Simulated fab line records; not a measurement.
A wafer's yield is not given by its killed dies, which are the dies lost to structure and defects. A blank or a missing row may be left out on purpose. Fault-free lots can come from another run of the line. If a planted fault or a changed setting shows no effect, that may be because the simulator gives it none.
Chamber matching -- flow nand_harc -- pecvd-04 running NHARC_A_STAIRCASE_DEP_259: 3 sister chambers
The step deposits SiON, target thk 30 nm. 6 wafers are shown with their chamber, then 7 later ones without.

== WAFERS WITH THEIR CHAMBER ==
wafer,chamber,heater_power_w (W),susceptor_temp_C (C)
L083.1,0,728,399.76
L089.1,0,713,400.01
L089.3,1,717,400.02
L089.4,2,640,399.88
L094.4,1,720,400.04
L094.5,2,695,399.62

== WAFERS WITH NO CHAMBER GIVEN ==
wafer,heater_power_w (W),susceptor_temp_C (C)
L094.6,723,399.48
L093.1,825,399.93
L093.3,694,400.20
L093.4,839,400.00
L096.1,628,399.95
L096.2,741,399.90
L096.4,635,400.15

== WHICH CHAMBER EACH ONE RAN IN ==
wafer,from the rows above,in truth
L094.6,can't be placed: 0 or 2 or 1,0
L093.1,can't be placed: 0 or 1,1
L093.3,can't be placed: 1 or 0 or 2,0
L093.4,can't be placed: 0 or 1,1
L096.1,can't be placed: 2 or 1 or 0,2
L096.2,can't be placed: 0 or 1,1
L096.4,can't be placed: 2 or 1 or 0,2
Placed correctly: 0 of 7. These rows do not allow placing 7 (true chamber among the candidates in 7). Placed wrongly: 0.
How it was worked out, from the rows above alone: a wafer's distance from a chamber is the root of the sum, over the readings, of the square of ((its reading less the chamber's mean) divided by the reading's scatter). The wafer belongs to the nearest chamber; if the next one is less than 2 further off, it can't be placed. Each chamber's mean is taken over the wafers shown for it. How the scatter is found: for the shown wafers, subtract from each reading the mean of its chamber, square and add these, divide the total by (wafers less chambers), then take the root.
